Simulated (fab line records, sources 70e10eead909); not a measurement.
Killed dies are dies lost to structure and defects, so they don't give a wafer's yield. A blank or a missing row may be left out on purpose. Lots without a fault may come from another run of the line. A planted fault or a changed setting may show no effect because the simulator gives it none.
fab line records | flow nand_harc
record lots=12 wafers=36 last_day=33
route steps=1302 shown A_ONON_D1@446 A_CHANNEL_HOLE_D1@450
lots that met no fault: from a run of the same line without faults
start_h: hours from the record's first day to the start of the lot's first wafer shown | wait_h: hours since the lot's step before | " the same as in the row above | L1.1+2: a row that stands for several wafers | - no value, or no start given | * or withheld: withheld | < > ~ a bound
route shown NAME@n: a module of which the file shows steps, and the number in the route of the first | usual: mean/standard deviation of fault-free wafers | same: alike in all rows | chamber/n: place in a boat | sites: the reading at each site | _std_site: their standard deviation | _edge_site: outer sites' mean less inner sites' | radius_mm: how far each site lies from the wafer's centre | mask NAME#n: copy n | behind: the tool/chamber that last shaped the wafer | hold: why the lot was held/for how many hours/how that ended | device: the transistor (n, p or np) that didn't switch | end of line: the same wafers' tests at the end of the route | a step without rows: its recipe alone | killed: dies lost to structure and defects at the first sort, not the wafer's yield | map: a wafer's dies, x killed, . not, _ none there
set.NAME: the setting as run; set.NAME@STEP: as run at that earlier step | model.NAME: the simulator's own value behind a step, which no gauge read
steps of the route over a sample of lots; a table a step, a row a wafer
services: from which hour (start_h, from the record's first day; less than 0 if before it) a tool's chamber was out of use, for how many hours, and why
## steps
# step NHARC_A_ONON_D1_DEP_33
# recipe target_thk_a=2000 temp_c=400 pressure_torr=6.5 rf_w=900 teos_flow_sccm=161.4 flow_sccm=2650 target_thk_nm=200 gas=O2 material=SiO2
# usual heater_power_w=569/66 throttle_valve_pct=15.9/0.37
# columns lot.wafer tool chamber start_h wait_h heater_power_w since_wet_clean_h throttle_valve_pct
L216.1 pecvd-03 0 184.99 0.1 557 168 17.1
L216.3 " 1 " " 540 168 16.3
L216.6 " 1 " " 542 - 15.8
L217.3 pecvd-04 2 198.17 0.1 586 97 16.7
L217.6 " 1 " " 626 - 15.3
L217.5 " 2 " " 585 - 16.8
L219.2 pecvd-03 0 219.39 0.1 727 21 16.1
L219.1 " 1 " " 568 21 15.7
L219.5 " 0 " " 552 - 16.2
L224.5 pecvd-03 0 269.46 0.2 672 - 16.5
L224.4 " 1 " " 554 - 15.8
L224.6 " 2 " " 579 - 16.2
L226.1 pecvd-01 1 283.57 0.1 526 140 15.7
L226.2 " 2 " " 654 140 15.8
L226.6 " 1 " " 529 - 15.5
L228.1 pecvd-03 2 319.97 0.1 466 121 16.0
L228.6 " 2 " " 483 - 15.8
L228.5 " 0 " " 620 - 16.2
L231.1 pecvd-04 1 341.28 0.1 589 59 15.8
L231.2 " 2 " " 506 59 16.1
L231.6 " 1 " " 605 - 15.4
L232.2 pecvd-01 0 347.90 0.1 491 24 15.8
L232.4 " 0 " " 489 - 16.0
L232.5 " 1 " " 490 - 15.6
L234.1 pecvd-04 2 372.03 0.1 538 90 16.0
L234.5 " 1 " " 574 - 16.1
L234.6 " 2 " " 555 - 16.2
L235.3 pecvd-03 2 381.13 0.1 479 2 15.7
L235.1 " 1 " " 629 2 15.3
L235.6 " 1 " " 639 - 15.5
L236.3 pecvd-03 1 386.86 0.1 603 7 15.6
L236.1 " 2 " " 557 7 15.9
L236.2 " 0 " " 658 7 16.4
L238.1 pecvd-04 1 403.03 0.1 525 121 15.8
L238.2 " 2 " " 558 121 16.0
L238.3 " 0 " " 640 121 15.9
# step NHARC_A_CHANNEL_HOLE_D1_DEP_00
# recipe target_thk_a=31000 temp_c=400 material=aC
# usual throttle_valve_pct=35.001/0.0085
# columns lot.wafer tool chamber start_h wait_h throttle_valve_pct
L216.1 acl_dep-03 0 185.56 0.1 34.999
L216.3 " 0 " " 35.004
L216.6 " 0 " " 34.998
L217.3 acl_dep-03 0 199.25 0.7 35.004
L217.5 " 0 " " 34.999
L217.6 " 0 " " 35.013
L219.1 acl_dep-03 0 219.91 0.1 35.017
L219.2 " 0 " " 35.005
L219.5 " 0 " " 35.001
L224.4 acl_dep-02 0 273.67 3.8 35.001
L224.5 " 0 " " 35.001
L224.6 " 0 " " 34.996
L226.1 acl_dep-02 0 284.09 0.1 35.006
L226.2 " 0 " " 34.993
L226.6 " 0 285.68 1.6 34.987
L228.1 acl_dep-03 0 321.94 1.5 35.005
L228.5 " 0 323.22 2.8 34.987
L228.6 " 0 " " 34.992
L231.1 acl_dep-02 0 341.78 0.1 34.988
L231.2 " 0 " " 35.011
L231.6 " 0 343.32 1.6 34.996
L232.2 acl_dep-02 0 349.57 1.2 35.010
L232.4 " 0 " " 34.984
L232.5 " 0 " " 34.990
L234.1 acl_dep-03 0 372.53 0.1 35.008
L234.5 " 0 373.79 1.3 35.000
L234.6 " 0 " " 34.999
L235.1 acl_dep-01 0 381.70 0.1 35.000
L235.3 " 0 " " 35.005
L235.6 " 0 " " 34.998
L236.1 acl_dep-01 0 387.41 0.1 35.007
L236.2 " 0 " " 35.016
L236.3 " 0 " " 35.001
L238.1 acl_dep-02 0 403.63 0.1 34.993
L238.2 " 0 " " 34.994
L238.3 " 0 " " 35.010
# step NHARC_A_CHANNEL_HOLE_D1_ETCH_24
# recipe bias_v=5000 source_w=withheld pressure_mtorr=20 time_s=906.2 ar_flow_sccm=375 c4f8_flow_sccm=93.8 o2_flow_sccm=31.2 temp_c=-20 target_depth_a=15000 chemistry=C4F8/O2/Ar
# usual c4f8_flow_sccm=93.7/0.3 chamber_pressure_mTorr=19.998/0.018 drypump_motor_current_A=5.85/0.11 showerhead_plenum_p_Torr=3.61/0.13 throttle_valve_pct=32.236/0.0094
# columns lot.wafer tool chamber start_h wait_h c4f8_flow_sccm chamber_pressure_mTorr drypump_motor_current_A rf_hours_counter_h showerhead_plenum_p_Torr throttle_valve_pct
L216.1 har_etch-01 1 191.83 0.6 93.8 19.959 5.66 94 3.71 32.235
L216.3 " 1 " " 93.6 19.987 5.67 - 3.71 32.224
L216.6 " 1 " " 93.9 20.028 5.66 - 3.71 32.239
L217.3 har_etch-02 1 205.20 0.6 94.0 20.006 5.98 - 3.52 32.241
L217.6 " 0 " " 94.2 20.004 5.87 - 3.54 32.233
L217.5 " 1 " " 93.7 20.033 5.95 - 3.52 32.227
L219.2 har_etch-02 1 226.84 0.6 94.0 20.007 5.97 320 3.51 32.246
L219.1 " 0 " " 93.8 19.971 5.84 320 3.53 32.243
L219.5 " 0 " " 93.7 19.985 5.86 - 3.53 32.233
L224.4 har_etch-02 1 281.84 0.6 - - - - - -
L224.5 " 1 " " - - - - - -
L224.6 " 0 " " - - - - - -
L226.1 har_etch-01 1 290.25 0.6 - - - - - -
L226.2 " 0 " " - - - - - -
L226.6 " 0 " " - - - - - -
L228.1 har_etch-01 1 329.05 0.6 93.7 19.988 5.67 170 3.67 32.235
L228.5 " 0 " " 93.8 19.996 5.82 - 3.68 32.209
L228.6 " 1 " " 93.6 19.990 5.66 - 3.67 32.234
L231.2 har_etch-02 0 347.96 0.6 93.9 19.993 5.88 381 3.50 32.227
L231.1 " 1 " " 93.8 20.002 5.97 381 3.48 32.248
L231.6 " 1 " " 94.0 20.016 5.97 - 3.48 32.230
L232.2 har_etch-02 0 360.27 0.6 93.5 20.045 5.83 393 3.49 32.253
L232.4 " 0 " " 93.8 20.016 5.82 - 3.49 32.230
L232.5 " 1 " " 93.9 19.989 5.98 - 3.47 32.226
L234.1 har_etch-02 1 378.79 0.6 93.9 20.017 5.96 404 3.47 32.241
L234.5 " 0 " " 93.8 19.977 5.85 - 3.49 32.253
L234.6 " 1 " " 93.5 19.976 5.95 - 3.47 32.253
L235.1 har_etch-01 0 388.00 0.6 93.9 20.003 5.79 208 3.66 32.225
L235.3 " 0 " " 93.6 20.010 5.80 - 3.66 32.236
L235.6 " 0 " " 93.5 19.973 5.80 - 3.66 32.235
L236.2 har_etch-01 1 396.29 0.6 93.9 20.007 5.66 215 3.64 32.233
L236.1 " 0 " " 94.0 20.015 5.81 215 3.66 32.235
L236.3 " 1 " " 93.5 19.984 5.65 - 3.64 32.220
L238.2 har_etch-02 0 409.65 0.6 93.4 20.009 5.87 10 3.92 32.236
L238.1 " 1 " " 93.3 19.996 5.95 10 3.92 32.217
L238.3 " 1 " " 93.8 20.004 5.95 - 3.92 32.244
# step NHARC_A_CHANNEL_HOLE_D1_STRIP_27
# recipe o2_flow_sccm=500 ar_flow_sccm=0 bias_w=0 chemistry=O2
# usual drypump_motor_current_A=5.7/0.38 oes_product_au=1.000/0.0094 rf_vpp_V=57.6/0.94 showerhead_plenum_p_Torr=3.49/0.16 throttle_valve_pct=17.035/0.0095
# columns lot.wafer tool chamber start_h wait_h drypump_motor_current_A oes_product_au rf_hours_counter_h rf_vpp_V showerhead_plenum_p_Torr throttle_valve_pct
L216.1 rie_diel-12 1 - - 6.2 1.005 25 58.6 3.59 17.032
L216.3 " 2 " " 5.6 1.009 26 57.0 3.59 17.039
L216.6 " 3 " " 6.1 1.024 - 56.0 3.37 17.030
L217.3 rie_diel-05 2 - - 5.4 1.003 43 56.5 3.55 17.024
L217.5 " 0 " " 5.7 0.998 - 58.8 3.53 17.032
L217.6 " 1 " " 6.2 1.002 - 56.5 3.35 17.024
L219.2 rie_diel-08 2 - - 5.4 1.016 4 58.4 3.59 17.042
L219.1 " 3 " " 5.7 0.993 4 57.5 3.31 17.043
L219.5 " 1 " " 6.2 1.002 - 56.2 3.31 17.026
L224.4 rie_diel-08 1 - - 6.2 1.007 8 57.2 3.31 17.048
L224.5 " 0 " " 5.2 1.006 - 57.4 3.73 17.022
L224.6 " 1 " " 6.2 0.995 - 58.0 3.31 17.032
L226.1 rie_diel-08 1 - - 6.2 0.987 10 57.7 3.31 17.027
L226.2 " 3 " " 5.7 1.002 10 58.5 3.31 17.011
L226.6 " 2 " " 5.4 1.001 - 58.3 3.59 17.055
L228.1 rie_diel-05 1 - - 6.1 0.998 32 56.8 3.33 17.026
L228.5 " 1 " " 6.1 0.998 - 56.1 3.33 17.037
L228.6 " 2 " " 5.4 0.992 - 57.9 3.53 17.032
L231.2 rie_diel-12 3 - - 6.2 0.996 26 57.1 3.34 17.029
L231.1 " 0 " " 6.2 1.023 18 57.5 3.42 17.036
L231.6 " 1 " " 6.2 0.994 - 58.1 3.57 17.026
L232.4 rie_diel-12 2 - - 5.6 1.005 30 58.8 3.56 17.026
L232.2 " 0 " " 6.2 1.009 23 57.3 3.42 17.035
L232.5 " 1 " " 6.2 1.004 - 57.1 3.56 17.048
L234.1 rie_diel-08 1 - - 6.2 1.002 0 56.6 3.31 17.016
L234.5 " 3 " " 5.7 1.004 - 56.5 3.31 17.036
L234.6 " 0 " " 5.2 1.008 - 59.1 3.73 17.030
L235.3 rie_diel-05 2 - - 5.3 0.980 50 57.5 3.52 17.046
L235.1 " 0 " " 5.7 0.985 47 58.2 3.50 17.038
L235.6 " 2 " " 5.4 0.999 - 56.6 3.52 17.025
L236.3 rie_diel-08 1 - - 6.2 0.997 3 57.5 3.31 17.054
L236.2 " 2 " " 5.4 0.992 2 57.2 3.59 17.027
L236.1 " 0 " " 5.2 0.997 3 58.4 3.73 17.040
L238.3 rie_diel-08 0 - - 5.2 1.010 4 59.6 3.73 17.037
L238.1 " 2 " " 5.4 0.995 3 57.0 3.58 17.029
L238.2 " 3 " " 5.7 0.988 3 58.7 3.31 17.040
# step NHARC_A_CHANNEL_HOLE_D1_CD_MEAS_30
# usual cd_nm=90.6/1.2
# columns lot.wafer tool chamber start_h wait_h hold cd_nm
L216.1 cd_sem-01 - 195.12 - - 90.4
L216.3 " - " " - 92.8
L216.6 " - " " - 90.8
L217.3 cd_sem-02 - 208.24 - - 90.1
L217.5 " - " " - 90.7
L217.6 " - " " - 90.3
L219.1 cd_sem-02 - 230.22 - - 89.2
L219.2 " - " " - 88.2
L219.5 " - " " - 90.4
L224.4 cd_sem-03 - 285.01 - await_dispo/0.2h/release 1.0
L224.5 " - " " await_dispo/0.2h/release 0.2
L224.6 " - " " await_dispo/0.2h/release 0.6
L224.4 cd_sem-03 - 285.20 0.2 - 1.1
L224.5 " - " " - 0.2
L224.6 " - " " - 0.4
L226.1 cd_sem-01 - 293.66 - await_dispo/0.2h/release 0.6
L226.2 " - " " await_dispo/0.2h/release 0.3
L226.6 " - " " await_dispo/0.2h/release 0.9
L226.1 cd_sem-01 - 293.84 0.2 - 0.2
L226.2 " - " " - 0.2
L226.6 " - " " - 0.8
L228.1 cd_sem-03 - 332.33 - - 89.1
L228.5 " - " " - 90.1
L228.6 " - " " - 87.4
L231.1 cd_sem-01 - 351.35 - - 91.2
L231.2 " - " " - 89.7
L231.6 " - " " - 91.5
L232.2 cd_sem-03 - 363.60 - - 90.5
L232.4 " - " " - 89.9
L232.5 " - " " - 90.0
L234.1 cd_sem-01 - 382.05 - - 89.9
L234.5 " - " " - 88.8
L234.6 " - " " - 89.0
L235.1 cd_sem-01 - 391.30 0.1 - 89.8
L235.3 " - " " - 90.4
L235.6 " - " " - 87.9
L236.1 cd_sem-02 - 399.66 - - 90.3
L236.2 " - " " - 91.5
L236.3 " - " " - 88.7
L238.1 cd_sem-02 - 413.02 - - 90.1
L238.2 " - " " - 88.4
L238.3 " - " " - 90.6
## services
# columns tool chamber start_h hours kind
rie_diel-12 - 163.55 1.8 repair
rie_diel-08 - 175.21 1.2 repair
rie_diel-05 2 179.32 6.6 repair
rie_diel-05 - 180.99 0.5 repair
rie_diel-08 3 181.82 10.5 repair
pecvd-03 - 185.57 13.0 pm
rie_diel-08 - 190.89 9.0 pm
pecvd-03 - 221.15 1.6 repair
rie_diel-05 - 230.04 9.0 pm
acl_dep-02 - 245.11 13.0 pm
rie_diel-08 1 246.68 5.4 repair
pecvd-03 1 247.46 8.8 repair
rie_diel-12 1 264.73 13.7 repair
pecvd-04 - 269.22 13.0 pm
rie_diel-08 2 297.66 5.6 repair
pecvd-04 - 297.73 1.5 repair
acl_dep-03 - 300.24 13.0 pm
pecvd-04 - 328.28 5.0 repair
rie_diel-08 2 331.28 20.0 repair
rie_diel-08 3 335.12 5.8 repair
har_etch-02 - 366.35 0.4 repair
pecvd-03 - 366.57 13.0 pm
rie_diel-08 - 367.90 9.0 pm
har_etch-02 - 380.70 17.0 pm
## key
first_sign step=NHARC_A_CHANNEL_HOLE_D1_ETCH_24 reading=tool_record direction=missing
effect step=NHARC_A_CHANNEL_HOLE_D1_CD_MEAS_30 reading=visit direction=added
effect step=NHARC_A_CHANNEL_HOLE_D1_CD_MEAS_30 reading=cd_nm direction=down sigmas=73 usual=90.6 struck=0.6
met_at NHARC_A_CHANNEL_HOLE_D1_ETCH_24
struck_lots L224,L226
scrapped_behind NHARC_A_CHANNEL_HOLE_D1_CD_MEAS_30 L224.4,L224.5,L224.6,L226.1,L226.2,L226.6
not_acting_at NHARC_A_ONON_D1_DEP_33,NHARC_A_CHANNEL_HOLE_D1_DEP_00,NHARC_A_CHANNEL_HOLE_D1_STRIP_27
onset_between 226.84 281.84
fault kind=skipped_step_whole tool=har_etch-01,har_etch-02 chamber=- onset_h=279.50 steps=NHARC_A_CHANNEL_HOLE_D1_ETCH_24 scope=struck_lots_only
